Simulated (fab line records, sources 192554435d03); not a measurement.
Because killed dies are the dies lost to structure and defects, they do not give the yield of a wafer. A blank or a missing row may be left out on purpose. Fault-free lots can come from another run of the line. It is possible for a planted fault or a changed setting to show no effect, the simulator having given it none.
Lot-split experiment || flow n5_finfet || 39 wafers read across 7 lots, on a route 1938 steps long

SPLIT DETAILS
At N5_BEOL_M1_ILD_DEP_00 (deposits SiOC from DEMS/O2, target thk 79 nm, time 15.3 s), the setting time_s was moved away from the recipe's 15.3 s on 15 of the 39 wafers read, by -53.9% to +48.6%. The other wafers ran this setting at the recipe's value.

There is no step in the file separating the split from the reading.

THE READING
M1_ILD_THK at N5_BEOL_M1_THK_MEAS_01, in nm. Fault-free wafers of this fab line usually give 78.5 nm, standard deviation 1 nm.

{"wafer": "L076.1", "tool, chamber at the split": "pecvd-02, 2", "time_s as run, s": 9.129, "against the recipe": "-40.3%", "M1_ILD_THK, nm": 47.7, "against lot-mates on the recipe": -31.2}
{"wafer": "L076.2", "tool, chamber at the split": "pecvd-02, 1", "time_s as run, s": 15.3, "against the recipe": "recipe", "M1_ILD_THK, nm": 77.7, "against lot-mates on the recipe": "-"}
{"wafer": "L076.3", "tool, chamber at the split": "pecvd-02, 0", "time_s as run, s": 9.129, "against the recipe": "-40.3%", "M1_ILD_THK, nm": 47.7, "against lot-mates on the recipe": -31.2}
{"wafer": "L076.4", "tool, chamber at the split": "pecvd-02, 2", "time_s as run, s": 9.129, "against the recipe": "-40.3%", "M1_ILD_THK, nm": 47.2, "against lot-mates on the recipe": -31.7}
{"wafer": "L076.5", "tool, chamber at the split": "pecvd-02, 1", "time_s as run, s": 15.3, "against the recipe": "recipe", "M1_ILD_THK, nm": 79.7, "against lot-mates on the recipe": "-"}
{"wafer": "L076.6", "tool, chamber at the split": "pecvd-02, 0", "time_s as run, s": 15.3, "against the recipe": "recipe", "M1_ILD_THK, nm": 79.4, "against lot-mates on the recipe": "-"}
{"wafer": "L077.1", "tool, chamber at the split": "pecvd-02, 0", "time_s as run, s": 8.33, "against the recipe": "-45.6%", "M1_ILD_THK, nm": 41.9, "against lot-mates on the recipe": -35.5}
{"wafer": "L077.2", "tool, chamber at the split": "pecvd-02, 1", "time_s as run, s": 15.3, "against the recipe": "recipe", "M1_ILD_THK, nm": 76.6, "against lot-mates on the recipe": "-"}
{"wafer": "L077.3", "tool, chamber at the split": "pecvd-02, 2", "time_s as run, s": 15.3, "against the recipe": "recipe", "M1_ILD_THK, nm": 77.1, "against lot-mates on the recipe": "-"}
{"wafer": "L077.4", "tool, chamber at the split": "pecvd-02, 0", "time_s as run, s": 8.33, "against the recipe": "-45.6%", "M1_ILD_THK, nm": 43.1, "against lot-mates on the recipe": -34.3}
{"wafer": "L077.5", "tool, chamber at the split": "pecvd-02, 2", "time_s as run, s": 8.33, "against the recipe": "-45.6%", "M1_ILD_THK, nm": 43.5, "against lot-mates on the recipe": -33.9}
{"wafer": "L077.6", "tool, chamber at the split": "pecvd-02, 1", "time_s as run, s": 15.3, "against the recipe": "recipe", "M1_ILD_THK, nm": 78.5, "against lot-mates on the recipe": "-"}
{"wafer": "L078.1", "tool, chamber at the split": "pecvd-03, 2", "time_s as run, s": 7.057, "against the recipe": "-53.9%", "M1_ILD_THK, nm": 36.4, "against lot-mates on the recipe": -42.8}
{"wafer": "L078.2", "tool, chamber at the split": "pecvd-03, 1", "time_s as run, s": 7.057, "against the recipe": "-53.9%", "M1_ILD_THK, nm": 36.0, "against lot-mates on the recipe": -43.2}
{"wafer": "L078.3", "tool, chamber at the split": "pecvd-03, 0", "time_s as run, s": 15.3, "against the recipe": "recipe", "M1_ILD_THK, nm": 78.4, "against lot-mates on the recipe": "-"}
{"wafer": "L078.4", "tool, chamber at the split": "pecvd-03, 1", "time_s as run, s": 15.3, "against the recipe": "recipe", "M1_ILD_THK, nm": 79.3, "against lot-mates on the recipe": "-"}
{"wafer": "L078.5", "tool, chamber at the split": "pecvd-03, 2", "time_s as run, s": 7.057, "against the recipe": "-53.9%", "M1_ILD_THK, nm": 37.1, "against lot-mates on the recipe": -42.1}
{"wafer": "L078.6", "tool, chamber at the split": "pecvd-03, 0", "time_s as run, s": 15.3, "against the recipe": "recipe", "M1_ILD_THK, nm": 79.8, "against lot-mates on the recipe": "-"}
{"wafer": "L080.1", "tool, chamber at the split": "pecvd-01, 2", "time_s as run, s": 15.3, "against the recipe": "recipe", "M1_ILD_THK, nm": 78.5, "against lot-mates on the recipe": "-"}
{"wafer": "L080.2", "tool, chamber at the split": "pecvd-01, 1", "time_s as run, s": 15.3, "against the recipe": "recipe", "M1_ILD_THK, nm": 77.5, "against lot-mates on the recipe": "-"}
{"wafer": "L080.3", "tool, chamber at the split": "pecvd-01, 0", "time_s as run, s": 15.3, "against the recipe": "recipe", "M1_ILD_THK, nm": 76.6, "against lot-mates on the recipe": "-"}
{"wafer": "L080.4", "tool, chamber at the split": "pecvd-01, 0", "time_s as run, s": 15.3, "against the recipe": "recipe", "M1_ILD_THK, nm": 78.1, "against lot-mates on the recipe": "-"}
{"wafer": "L080.5", "tool, chamber at the split": "pecvd-01, 1", "time_s as run, s": 15.3, "against the recipe": "recipe", "M1_ILD_THK, nm": 78.2, "against lot-mates on the recipe": "-"}
{"wafer": "L080.6", "tool, chamber at the split": "pecvd-01, 2", "time_s as run, s": 15.3, "against the recipe": "recipe", "M1_ILD_THK, nm": 79.2, "against lot-mates on the recipe": "-"}
{"wafer": "L092.1", "tool, chamber at the split": "pecvd-02, 1", "time_s as run, s": 9.938, "against the recipe": "-35.0%", "M1_ILD_THK, nm": 49.7, "against lot-mates on the recipe": -27.7}
{"wafer": "L092.2", "tool, chamber at the split": "pecvd-02, 0", "time_s as run, s": 15.3, "against the recipe": "recipe", "M1_ILD_THK, nm": 75.7, "against lot-mates on the recipe": "-"}
{"wafer": "L092.3", "tool, chamber at the split": "pecvd-02, 2", "time_s as run, s": 15.3, "against the recipe": "recipe", "M1_ILD_THK, nm": 77.9, "against lot-mates on the recipe": "-"}
{"wafer": "L092.4", "tool, chamber at the split": "pecvd-02, 2", "time_s as run, s": 9.938, "against the recipe": "-35.0%", "M1_ILD_THK, nm": 51.3, "against lot-mates on the recipe": -26.1}
{"wafer": "L092.5", "tool, chamber at the split": "pecvd-02, 1", "time_s as run, s": 15.3, "against the recipe": "recipe", "M1_ILD_THK, nm": 78.5, "against lot-mates on the recipe": "-"}
{"wafer": "L092.6", "tool, chamber at the split": "pecvd-02, 0", "time_s as run, s": 9.938, "against the recipe": "-35.0%", "M1_ILD_THK, nm": 50.5, "against lot-mates on the recipe": -26.9}
{"wafer": "L095.1", "tool, chamber at the split": "pecvd-03, 0", "time_s as run, s": 15.3, "against the recipe": "recipe", "M1_ILD_THK, nm": 79.2, "against lot-mates on the recipe": "-"}
{"wafer": "L095.2", "tool, chamber at the split": "pecvd-03, 1", "time_s as run, s": 22.74, "against the recipe": "+48.6%", "M1_ILD_THK, nm": 114.6, "against lot-mates on the recipe": "+35.1"}
{"wafer": "L095.3", "tool, chamber at the split": "pecvd-03, 2", "time_s as run, s": 15.3, "against the recipe": "recipe", "M1_ILD_THK, nm": 79.1, "against lot-mates on the recipe": "-"}
{"wafer": "L095.4", "tool, chamber at the split": "pecvd-03, 1", "time_s as run, s": 22.74, "against the recipe": "+48.6%", "M1_ILD_THK, nm": 116.1, "against lot-mates on the recipe": "+36.6"}
{"wafer": "L095.5", "tool, chamber at the split": "pecvd-03, 0", "time_s as run, s": 15.3, "against the recipe": "recipe", "M1_ILD_THK, nm": 80.2, "against lot-mates on the recipe": "-"}
{"wafer": "L095.6", "tool, chamber at the split": "pecvd-03, 2", "time_s as run, s": 22.74, "against the recipe": "+48.6%", "M1_ILD_THK, nm": 119.7, "against lot-mates on the recipe": "+40.2"}
{"wafer": "L096.1", "tool, chamber at the split": "pecvd-03, 2", "time_s as run, s": 15.3, "against the recipe": "recipe", "M1_ILD_THK, nm": 79.7, "against lot-mates on the recipe": "-"}
{"wafer": "L096.2", "tool, chamber at the split": "pecvd-03, 1", "time_s as run, s": 15.3, "against the recipe": "recipe", "M1_ILD_THK, nm": 77.1, "against lot-mates on the recipe": "-"}
{"wafer": "L096.6", "tool, chamber at the split": "pecvd-03, 2", "time_s as run, s": 15.3, "against the recipe": "recipe", "M1_ILD_THK, nm": 80.0, "against lot-mates on the recipe": "-"}

FIT RESULTS
A straight line over all 39 wafers: M1_ILD_THK changes by +0.782 nm for each +1% of time_s; r = +1.00; the points scatter about the line by 1.2 nm.
The same after taking each lot's own level away (the mean of its wafers on the recipe; 39 wafers): +0.774 nm for each +1%; r = +1.00; scatter 1.1 nm.
The reading moves by 42 nm for the largest change in time_s, on that fit.
The span of the lots' own levels, 77.37 to 79.50 nm, comes to 2.1 times the standard deviation stated above.
So the lot-to-lot level changes the slope little: the two slopes agree.
Check: with one of the wafers moved furthest among these (-53.9%) left out of the fit, the line predicts -41.6 nm for it against its lot-mates. It came out at -42.8 nm against them.

THESE WAFERS: OTHER SPLITS
These wafers also went through other splits before the reading. Each is held against what the fit with the lots' levels taken away leaves over:
{"other split on the same wafers": "N5_MOL_CONTACT_COAG_PRECLEAN_111 time_s", "wafers away from the commonest value": 12, "r with M1_ILD_THK (lot level and that fit taken away)": -0.15}
{"other split on the same wafers": "N5_BEOL_M0_SAQP_CUT_ETCH_46 target_depth_a", "wafers away from the commonest value": 15, "r with M1_ILD_THK (lot level and that fit taken away)": -0.16}

THE WHOLE CHAIN: every reading that the file lists as answering this split, in the file's order
{"step": "N5_BEOL_M1_ILD_DEP_00", "what it does": "deposits SiOC from DEMS/O2, target thk 79 nm, time 15.3 s", "reading": "SiOC_of_BEOL_M1_ILD_DEP_00.thk_nm (the simulator's own value, which no gauge read)", "change (the file's fit)": "+0.775 nm for each +1% of the setting", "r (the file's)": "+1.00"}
{"step": "N5_BEOL_M1_THK_MEAS_01", "what it does": "", "reading": "M1_ILD_THK", "change (the file's fit)": "+0.774 for each +1% of the setting", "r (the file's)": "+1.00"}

FILE'S OWN FIT
M1_ILD_THK changes by +0.774 nm for each +1% of time_s, r = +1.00.
